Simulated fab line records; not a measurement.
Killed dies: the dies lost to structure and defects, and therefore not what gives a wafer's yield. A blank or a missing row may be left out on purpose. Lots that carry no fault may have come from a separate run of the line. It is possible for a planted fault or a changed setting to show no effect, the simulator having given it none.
8D (eight disciplines) problem report, filled in by code :: flow nand-harc :: the parts of the form that need people (team, actions taken, sign-off) are left out

1. PROBLEM STATEMENT
Wafers without a fault read 13, standard deviation 6.3; raw-defect-count at NHARC_P_ZERO_WELL_INSPECT_43 reads a mean of 788 on 2 wafers belonging to 2 lots. That is +99 or more standard deviations from the usual mean.
First observed at day 7 04:15: wafer L931.3, on defect-inspect-02. At this step, 18 wafers from 6 lots have a number in the record. The rule behind "out" and "out of limits": a value lying over 4 standard deviations away from the usual mean. The other wafers with a number count as sound.

2. WHAT IT IS, WHAT IT ISN'T
question: which readings at this step
is: raw-defect-count
is not: -

question: which lots
is: L931, L933
is not: L921, L939, L941, L942

question: which wafers of those lots
is: L931.3, L933.2
is not: L931.1, L931.5, L933.1, L933.3

question: read on which gauges
is: defect-inspect-01, defect-inspect-02
is not: -

question: when
is: from day 7 04:15
is not: up to then (5 sound wafers); but 11 sound wafers of L933, L939, L941, L942 came after

3. THE SUSPECTS, EACH WITH WHAT RULES IT OUT
Counting: any tool at a process step up to the reading remains a suspect provided it ran every lot that is out. Sound lots after the first of them don't rule it out here, since some wafers of a struck lot are sound.
- ruled out: the gauge at NHARC_P_ZERO_WELL_INSPECT_43. The wafers that are out were read on 2 gauges (defect-inspect-01, defect-inspect-02).
- wet-bench-03 at NHARC_P_ZERO_WELL_PRECLEAN_00 (cleans in SPM, time 600 s): kept. It ran every lot that is out, first L931 (day 6 20:07).
- rie-si-01 at NHARC_P_ZERO_WELL_ETCH_63 (etches the open film in HBr/Cl2, target depth 120 nm, time 40.1 s): kept. It ran every lot that is out, first L931 (day 6 22:05); its last sound lot up to then is L921 (day 2 17:56).
- At NHARC_P_ZERO_WELL_PRECLEAN_00, inside wet-bench-03: chamber 3 took the wafers that are out, while their sound lot-mates went through chambers 0, 2, 5.
After counting, wet-bench-03 at NHARC_P_ZERO_WELL_PRECLEAN_00 and rie-si-01 at NHARC_P_ZERO_WELL_ETCH_63 remain.

4. THE CAUSE (what the simulator had put in)
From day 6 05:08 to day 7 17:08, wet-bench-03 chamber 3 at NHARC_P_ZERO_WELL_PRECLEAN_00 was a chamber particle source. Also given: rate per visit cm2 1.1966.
After counting, 2 suspects remain, this tool included.

5. SEQUENCE OF EFFECTS, ordered by route
Each row: a reading where the mean over the struck wafers with a number is more than 3 standard deviations away from the usual. Scope: only readings with a usual standard deviation given in the record; hours: median across lots of the time from each lot's start at the first step in this table that gives one to its start at this step; sigmas: change in usual standard deviations.
hours: 0
step: NHARC_P_ZERO_WELL_INSPECT_43
reading: raw-defect-count
usual: 13
on struck wafers: 788
change: +774
sigmas: +99 or more

hours: 17
step: NHARC_P_STI_INSPECT_11
reading: raw-defect-count
usual: 6
on struck wafers: 778
change: +772
sigmas: +99 or more

hours: 528
step: NHARC_END_SORT_01
reading: killed-at-periphery
usual: 3.4
on struck wafers: 78.0
change: +74.6
sigmas: +31

hours: 528
step: NHARC_END_SORT_01
reading: killed-dies
usual: 60
on struck wafers: 129
change: +69
sigmas: +3.6

6. HOW IT WOULD HAVE BEEN CAUGHT EARLIER
In this record the first reading out of limits at a measuring or inspecting step was taken at day 7 04:15, 23 hours after the fault began at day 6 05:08.
No tool reading at NHARC_P_ZERO_WELL_PRECLEAN_00 that has a usual standard deviation in the record was out on any struck wafer, so an alarm limit of 4 standard deviations on those readings would not have fired.
Lots out: 2; of these, L933 started NHARC_P_ZERO_WELL_PRECLEAN_00 on wet-bench-03 after day 7 04:15. Had the tool been put on hold then, it would have been spared.
